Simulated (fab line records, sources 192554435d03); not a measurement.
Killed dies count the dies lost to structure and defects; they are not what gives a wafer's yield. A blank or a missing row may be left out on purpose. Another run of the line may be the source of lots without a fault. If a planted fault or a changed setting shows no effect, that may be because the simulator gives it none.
Lot-split experiment | flow n5_finfet | 7 lots, 39 wafers read, on a route of 1938 steps

== ON THE SPLIT ==
At N5_WELL_APT_EXPOSE_22 (exposes mask PWELL, defocus 0 nm, target cd 200 nm), the setting dose_mj was moved away from the recipe's 23.2 on 6 of the 39 wafers read, by +3.3% to +6.4%. All remaining wafers had this setting at the recipe value.

== FROM THE SPLIT TO THE READING: what the file shows between them, 3 steps ==
- N5_WELL_APT_PEB_23: peb time 90 s
- N5_WELL_APT_DEVELOP_24: develop time 45 s
- N5_WELL_APT_HARDBAKE_29: time 120 s

== THE READING ==
cd_nm, in nm, at N5_WELL_APT_CD_MEAS_25 (target cd 200 nm). Typical for fault-free wafers on this fab line: 200.6 nm, with standard deviation 1.6 nm.

wafer  | tool, chamber at the split | dose_mj as run | against the recipe | cd_nm, nm | against lot-mates on the recipe
L074.2 | krf_scanner-02, 0          | 23.2           | recipe             | 201.9     | -
L074.4 | krf_scanner-02, 0          | 23.2           | recipe             | 199.2     | -
L074.5 | krf_scanner-02, 0          | 23.2           | recipe             | 201.0     | -
L077.1 | krf_scanner-02, 0          | 23.2           | recipe             | 201.2     | -
L077.2 | krf_scanner-02, 0          | 23.2           | recipe             | 202.4     | -
L077.3 | krf_scanner-02, 0          | 23.2           | recipe             | 203.2     | -
L077.4 | krf_scanner-02, 0          | 23.2           | recipe             | 202.2     | -
L077.5 | krf_scanner-02, 0          | 23.2           | recipe             | 201.4     | -
L077.6 | krf_scanner-02, 0          | 23.2           | recipe             | 202.5     | -
L084.1 | krf_scanner-02, 0          | 24.68          | +6.4%              | 211.7     | +12.6
L084.2 | krf_scanner-02, 0          | 23.2           | recipe             | 198.2     | -
L084.3 | krf_scanner-02, 0          | 23.2           | recipe             | 201.0     | -
L084.4 | krf_scanner-02, 0          | 23.2           | recipe             | 198.1     | -
L084.5 | krf_scanner-02, 0          | 24.68          | +6.4%              | 211.3     | +12.2
L084.6 | krf_scanner-02, 0          | 24.68          | +6.4%              | 211.9     | +12.8
L086.1 | krf_scanner-02, 0          | 23.2           | recipe             | 201.3     | -
L086.2 | krf_scanner-02, 0          | 23.2           | recipe             | 199.9     | -
L086.3 | krf_scanner-02, 0          | 23.2           | recipe             | 201.7     | -
L086.4 | krf_scanner-02, 0          | 23.2           | recipe             | 201.7     | -
L086.5 | krf_scanner-02, 0          | 23.2           | recipe             | 202.0     | -
L086.6 | krf_scanner-02, 0          | 23.2           | recipe             | 200.9     | -
L089.1 | krf_scanner-01, 0          | 23.2           | recipe             | 202.0     | -
L089.2 | krf_scanner-01, 0          | 23.2           | recipe             | 201.5     | -
L089.3 | krf_scanner-01, 0          | 23.2           | recipe             | 202.8     | -
L089.4 | krf_scanner-01, 0          | 23.2           | recipe             | 204.0     | -
L089.5 | krf_scanner-01, 0          | 23.2           | recipe             | 201.2     | -
L089.6 | krf_scanner-01, 0          | 23.2           | recipe             | 201.7     | -
L092.1 | krf_scanner-01, 0          | 23.96          | +3.3%              | 206.1     | +8.6
L092.2 | krf_scanner-01, 0          | 23.96          | +3.3%              | 202.5     | +5.0
L092.3 | krf_scanner-01, 0          | 23.2           | recipe             | 197.1     | -
L092.4 | krf_scanner-01, 0          | 23.96          | +3.3%              | 205.1     | +7.6
L092.5 | krf_scanner-01, 0          | 23.2           | recipe             | 197.3     | -
L092.6 | krf_scanner-01, 0          | 23.2           | recipe             | 198.1     | -
L097.1 | krf_scanner-01, 0          | 23.2           | recipe             | 198.9     | -
L097.2 | krf_scanner-01, 0          | 23.2           | recipe             | 199.7     | -
L097.3 | krf_scanner-01, 0          | 23.2           | recipe             | 200.5     | -
L097.4 | krf_scanner-01, 0          | 23.2           | recipe             | 198.6     | -
L097.5 | krf_scanner-01, 0          | 23.2           | recipe             | 199.4     | -
L097.6 | krf_scanner-01, 0          | 23.2           | recipe             | 199.4     | -

FIT RESULTS
A straight line over all 39 wafers: cd_nm changes by +1.62 nm for each +1% of dose_mj; r = +0.87; the points scatter about the line by 1.7 nm.
The same after taking each lot's own level away (the mean of its wafers on the recipe; 39 wafers): +2 nm for each +1%; r = +0.97; scatter 0.92 nm.
According to that fit, moving dose_mj by its largest amount changes the reading by 13 nm.
From 197.50 to 202.20 nm: that is the span of the lots' own levels, equal to 2.9 times the standard deviation above.
Hence the slope depends on the lot-to-lot level, as the two fits are not the same.
Check: +12.9 nm against its lot-mates is what the line predicts for one of the wafers moved furthest among these (+6.4%) when that wafer is left out of the fit. Against them it came out at +12.6 nm.

== THE WHOLE CHAIN: every reading that the file lists as answering this split, in the file's order ==
step                   | what it does             | reading                                                         | change (the file's fit)              | r (the file's)
N5_WELL_APT_CD_MEAS_25 | target cd 200 nm         | cd_nm                                                           | +2 nm for each +1% of the setting    | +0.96
N5_WELL_APT_DESCUM_30  | chemistry O2, time 7.9 s | WELL_APT.cd_nm (the simulator's own value, which no gauge read) | +2.02 nm for each +1% of the setting | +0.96

== FILE'S OWN FIT ==
cd_nm changes by +2 nm for each +1% of dose_mj, r = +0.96.
